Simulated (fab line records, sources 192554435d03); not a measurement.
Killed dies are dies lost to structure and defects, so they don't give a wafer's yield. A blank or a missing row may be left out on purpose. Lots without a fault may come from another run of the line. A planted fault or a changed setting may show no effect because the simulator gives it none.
Split-lot experiment | flow n5_finfet | 7 lots, 21 wafers read, on a route of 1938 steps

THE SPLIT
At N5_FIN_SAQP_FIN_ETCH_36 (etches the open film in HBr/Cl2/O2, target depth 120 nm, time 50.4 s), the setting bias_w was moved away from the recipe's 102 W on 6 of the 21 wafers read, by -16.2% to +17.2%. The other wafers ran this setting at the recipe's value.

FROM THE SPLIT TO THE READING: what the file shows between them, 1 step
- N5_FIN_SAQP_PRECLEAN_38: cleans in O3/DIW, time 45 s

THE READING
SiNx_of_FIN_SAQP_HM_DEP_03.thk_nm (the simulator's own value, which no gauge read), in nm, at N5_FIN_SAQP_PRECLEAN_45 (cleans in dHF, time 10 s). The file gives no usual value for it. The 15 wafers here that ran the recipe average 20.9 nm, standard deviation 0.36 nm.

wafer  | tool, chamber at the split | bias_w as run, W | against the recipe | SiNx_of_FIN_SAQP_HM_DEP_03.thk_nm, nm | against lot-mates on the recipe
L075.1 | rie_si-06, 2               | 102              | recipe             | 21                                    | -
L075.3 | rie_si-06, 0               | 102              | recipe             | 20.6                                  | -
L075.4 | rie_si-06, 3               | 117.6            | +15.3%             | 19.4                                  | -1.4
L081.1 | rie_si-06, 1               | 102              | recipe             | 21.4                                  | -
L081.2 | rie_si-06, 2               | 102              | recipe             | 21.2                                  | -
L081.6 | rie_si-06, 3               | 102              | recipe             | 20.8                                  | -
L086.3 | rie_si-04, 0               | 102              | recipe             | 20.6                                  | -
L086.5 | rie_si-04, 1               | 102              | recipe             | 21                                    | -
L086.6 | rie_si-04, 2               | 92.3             | -9.5%              | 22.8                                  | +2.0
L090.1 | rie_si-06, 2               | 119.5            | +17.2%             | 19.8                                  | -1.8
L090.3 | rie_si-06, 0               | 119.5            | +17.2%             | 20                                    | -1.6
L090.6 | rie_si-06, 1               | 102              | recipe             | 21.6                                  | -
L094.1 | rie_si-06, 2               | 85.44            | -16.2%             | 22.4                                  | +1.4
L094.3 | rie_si-06, 0               | 102              | recipe             | 21                                    | -
L094.5 | rie_si-06, 0               | 85.44            | -16.2%             | 23.2                                  | +2.2
L095.1 | rie_si-04, 1               | 102              | recipe             | 20.4                                  | -
L095.2 | rie_si-04, 0               | 102              | recipe             | 20.6                                  | -
L095.4 | rie_si-04, 3               | 102              | recipe             | 21.2                                  | -
L097.3 | rie_si-04, 3,1             | 102              | recipe             | 20.6                                  | -
L097.6 | rie_si-04, 3,1             | 102              | recipe             | 20.6                                  | -
L097.4 | rie_si-04, 2               | 102              | recipe             | 21.4                                  | -
Where a row lists several chambers, the file gives one row for several wafers and doesn't say which wafer went through which chamber.

THE FIT
A straight line over all 21 wafers: SiNx_of_FIN_SAQP_HM_DEP_03.thk_nm changes by -0.096 nm for each +1% of bias_w; r = -0.88; the points scatter about the line by 0.44 nm.
The same after taking each lot's own level away (the mean of its wafers on the recipe; 21 wafers): -0.11 nm for each +1%; r = -0.94; scatter 0.35 nm.
On that fit, the largest move of bias_w shifts the reading by 1.9 nm.
The lots' own levels span 20.73 to 21.60 nm, that is 2.4 times the standard deviation above.
So the lot-to-lot level changes the slope: the two fits differ.
Check: with one of the wafers moved furthest among these (+17.2%) left out of the fit, the line predicts -1.8 nm for it against its lot-mates. It came out at -1.8 nm against them.

OTHER SPLITS ON THESE WAFERS
These wafers also went through other splits before the reading. Each is held against what the fit with the lots' levels taken away leaves over:
other split on the same wafers | wafers away from the commonest value | r with SiNx_of_FIN_SAQP_HM_DEP_03.thk_nm (lot level and that fit taken away)
N5_ZERO_LAYER_PECVD_02 time_s  | 5                                    | +0.03

THE WHOLE CHAIN: every reading that the file lists as answering this split, in the file's order
step                    | what it does                                                         | reading                                                                            | change (the file's fit)               | r (the file's)
N5_FIN_SAQP_FIN_ETCH_36 | etches the open film in HBr/Cl2/O2, target depth 120 nm, time 50.4 s | SiNx_of_FIN_SAQP_HM_DEP_03.thk_nm (the simulator's own value, which no gauge read) | -0.122 nm for each +1% of the setting | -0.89
N5_FIN_SAQP_PRECLEAN_45 | cleans in dHF, time 10 s                                             | SiNx_of_FIN_SAQP_HM_DEP_03.thk_nm (the simulator's own value, which no gauge read) | -0.112 nm for each +1% of the setting | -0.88

THE FILE'S OWN FIT
SiNx_of_FIN_SAQP_HM_DEP_03.thk_nm changes by -0.112 nm for each +1% of bias_w, r = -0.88.
